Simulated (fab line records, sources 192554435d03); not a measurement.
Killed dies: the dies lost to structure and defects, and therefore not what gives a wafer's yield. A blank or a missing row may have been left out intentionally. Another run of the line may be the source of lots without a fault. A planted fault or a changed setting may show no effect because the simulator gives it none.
Matching of chambers / flow n5-finfet / ald-hk-01 running N5_HKMG_FIN_ALD_74: 4 sister chambers
The step deposits La2O3, target thk 0.5 nm, pulse time 6 s, co reactant pulse time 1 s. 14 wafers are shown with their chamber, then 7 later ones without.

## EACH WAFER AND ITS CHAMBER
wafer=L080.2; chamber=0; heater-power-w (W)=311; precursor-pulse-height-rel=1.006
wafer=L080.5; chamber=0; heater-power-w (W)=307; precursor-pulse-height-rel=1.020
wafer=L080.6; chamber=3; heater-power-w (W)=387; precursor-pulse-height-rel=1.003
wafer=L081.1; chamber=3; heater-power-w (W)=377; precursor-pulse-height-rel=1.009
wafer=L081.2; chamber=0; heater-power-w (W)=312; precursor-pulse-height-rel=0.965
wafer=L081.6; chamber=2; heater-power-w (W)=335; precursor-pulse-height-rel=1.011
wafer=L084.1; chamber=0; heater-power-w (W)=311; precursor-pulse-height-rel=1.027
wafer=L084.3; chamber=3; heater-power-w (W)=395; precursor-pulse-height-rel=0.991
wafer=L084.6; chamber=1; heater-power-w (W)=348; precursor-pulse-height-rel=0.998
wafer=L086.2; chamber=0; heater-power-w (W)=312; precursor-pulse-height-rel=0.983
wafer=L086.5; chamber=1; heater-power-w (W)=334; precursor-pulse-height-rel=0.980
wafer=L086.6; chamber=2; heater-power-w (W)=339; precursor-pulse-height-rel=0.964
wafer=L091.1; chamber=3; heater-power-w (W)=381; precursor-pulse-height-rel=1.014
wafer=L091.5; chamber=1; heater-power-w (W)=341; precursor-pulse-height-rel=0.988

SIGNATURES (means of the wafers above)
reading=heater-power-w; chamber 0=310.60; chamber 1=341.00; chamber 2=337.00; chamber 3=385.00; scatter within a chamber=5.54
reading=precursor-pulse-height-rel; chamber 0=1.00020; chamber 1=0.98867; chamber 2=0.98750; chamber 3=1.00425; scatter within a chamber=0.0206
Rule: a wafer's distance from a chamber is the root of the sum, over the readings, of the square of ((its reading less the chamber's mean) divided by the reading's scatter). If the next closest chamber is less than 2 further off than the closest, the wafer can't be placed; otherwise it belongs to the closest. The scatter is the square root of a quotient: the sum, over the shown wafers, of each reading's squared deviation from its chamber's mean, divided by wafers minus chambers.

## WAFERS MISSING THEIR CHAMBER
wafer=L091.6; heater-power-w (W)=341; precursor-pulse-height-rel=0.970
wafer=L092.1; heater-power-w (W)=348; precursor-pulse-height-rel=1.018
wafer=L092.2; heater-power-w (W)=310; precursor-pulse-height-rel=0.995
wafer=L092.3; heater-power-w (W)=378; precursor-pulse-height-rel=1.000
wafer=L096.2; heater-power-w (W)=339; precursor-pulse-height-rel=0.966
wafer=L096.4; heater-power-w (W)=311; precursor-pulse-height-rel=1.001
wafer=L096.6; heater-power-w (W)=341; precursor-pulse-height-rel=0.992

## EACH ONE'S CHAMBER
wafer=L091.6; from the rows above=can't be placed: 1 or 2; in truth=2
wafer=L092.1; from the rows above=can't be placed: 1 or 2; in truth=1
wafer=L092.2; from the rows above=0; in truth=0
wafer=L092.3; from the rows above=3; in truth=3
wafer=L096.2; from the rows above=can't be placed: 2 or 1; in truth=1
wafer=L096.4; from the rows above=0; in truth=0
wafer=L096.6; from the rows above=can't be placed: 1 or 2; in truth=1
Correct placement for 3 of the 7. From these rows, 4 cannot be placed; in 4 the true chamber is one of the candidates. Wrongly placed: 0.
